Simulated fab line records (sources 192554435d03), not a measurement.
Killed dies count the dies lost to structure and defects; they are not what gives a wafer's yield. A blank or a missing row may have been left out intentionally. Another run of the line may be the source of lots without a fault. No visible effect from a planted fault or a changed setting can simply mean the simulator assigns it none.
Split-lot study + flow n5 finfet + 21 wafers read across 7 lots, on a route 1938 steps long

== THE SPLIT ==
At N5_BEOL_M6_COAT_22 (resist thk 30 nm), the setting spin rpm was moved away from the recipe's 1500 rpm on 7 of the 21 wafers read, by -6.0% to +4.1%. All remaining wafers had this setting at the recipe value.

== FROM THE SPLIT TO THE READING: what the file shows between them, 4 steps ==
- N5_BEOL_M6_EBR_24
- N5_BEOL_M6_SOFTBAKE_23: time 60 s
- N5_BEOL_M6_EXPOSE_25: exposes mask V5, target cd 40 nm
- N5_BEOL_M6_PEB_26: peb time 60 s

== THE READING ==
CAR-EUV_of_BEOL_M6_COAT_22.thk nm (the simulator's own value, which no gauge read), in nm, at N5_BEOL_M6_DEVELOP_27 (develop time 30 s). No usual value for it is given in the file. Average 29.5 nm, standard deviation 0.1 nm, over the 14 wafers here run with the recipe.

| wafer  | tool, chamber at the split | spin rpm as run, rpm | against the recipe | CAR-EUV_of_BEOL_M6_COAT_22.thk nm, nm | against lot-mates on the recipe |
|--------|----------------------------|----------------------|--------------------|---------------------------------------|---------------------------------|
| L076.1 | litho track-02, 0          | 1430                 | -4.7%              | 30.2                                  | +0.8                            |
| L076.3 | litho track-02, 0          | 1500                 | recipe             | 29.4                                  | -                               |
| L076.5 | litho track-02, 0          | 1500                 | recipe             | 29.4                                  | -                               |
| L088.2 | litho track-02, 0          | 1500                 | recipe             | 29.6                                  | -                               |
| L088.4 | litho track-02, 0          | 1500                 | recipe             | 29.6                                  | -                               |
| L088.3 | litho track-02, 0          | 1447                 | -3.5%              | 30.2                                  | +0.6                            |
| L089.2 | litho track-04, 0          | 1500                 | recipe             | 29.6                                  | -                               |
| L089.3 | litho track-04, 0          | 1500                 | recipe             | 29.6                                  | -                               |
| L089.4 | litho track-04, 0          | 1500                 | recipe             | 29.6                                  | -                               |
| L091.1 | litho track-02, 0          | 1500                 | recipe             | 29.4                                  | -                               |
| L091.4 | litho track-02, 0          | 1500                 | recipe             | 29.4                                  | -                               |
| L091.6 | litho track-02, 0          | 1500                 | recipe             | 29.4                                  | -                               |
| L092.1 | litho track-01, 0          | 1561                 | +4.1%              | 28.8                                  | -0.7                            |
| L092.3 | litho track-01, 0          | 1500                 | recipe             | 29.4                                  | -                               |
| L092.6 | litho track-01, 0          | 1500                 | recipe             | 29.6                                  | -                               |
| L095.1 | litho track-01, 0          | 1410                 | -6.0%              | 30.4                                  | +1.0                            |
| L095.6 | litho track-01, 0          | 1410                 | -6.0%              | 30.4                                  | +1.0                            |
| L095.4 | litho track-01, 0          | 1500                 | recipe             | 29.4                                  | -                               |
| L096.1 | litho track-02, 0          | 1415                 | -5.7%              | 30.6                                  | +1.0                            |
| L096.3 | litho track-02, 0          | 1415                 | -5.7%              | 30.6                                  | +1.0                            |
| L096.4 | litho track-02, 0          | 1500                 | recipe             | 29.6                                  | -                               |

THE FIT
A straight line over all 21 wafers: CAR-EUV_of_BEOL_M6_COAT_22.thk nm changes by -0.17 nm for each +1% of spin rpm; r = -0.98; the points scatter about the line by 0.11 nm.
The same after taking each lot's own level away (the mean of its wafers on the recipe; 21 wafers): -0.171 nm for each +1%; r = -1.00; scatter 0.035 nm.
That fit puts the effect of the largest move of spin rpm on the reading at 1 nm.
From 29.40 to 29.60 nm: that is the span of the lots' own levels, equal to 2.0 times the standard deviation above.
The two slopes agree, so the slope changes little with the lot-to-lot level.
Check: +1.03 nm against its lot-mates is what the line predicts for one of the wafers moved furthest among these (-6.0%) when that wafer is left out of the fit. Against them it came out at +1 nm.

== THE WHOLE CHAIN: every reading that the file lists as answering this split, in the file's order ==
| step                  | what it does           | reading                                                                            | change (the file's fit)                                                                | r (the file's) |
|-----------------------|------------------------|------------------------------------------------------------------------------------|----------------------------------------------------------------------------------------|----------------|
| N5_BEOL_M6_COAT_22    | resist thk 30 nm       | CAR-EUV_of_BEOL_M6_COAT_22.thk nm (the simulator's own value, which no gauge read) | -0.158 nm for each +1% of the setting                                                  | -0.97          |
| N5_BEOL_M6_DEVELOP_27 | develop time 30 s      | CAR-EUV_of_BEOL_M6_COAT_22.thk nm (the simulator's own value, which no gauge read) | -0.171 nm for each +1% of the setting                                                  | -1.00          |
| N5_BEOL_M6_DESCUM_33  | chemistry O2, time 7 s | CAR-EUV_of_BEOL_M6_COAT_22.thk nm (the simulator's own value, which no gauge read) | -0.152 nm for each +1% of the setting, in a fit together with time s@BEOL_M6_DESCUM_33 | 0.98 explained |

== THE FILE'S OWN FIT ==
CAR-EUV_of_BEOL_M6_COAT_22.thk nm changes by -0.171 nm for each +1% of spin rpm, r = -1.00.
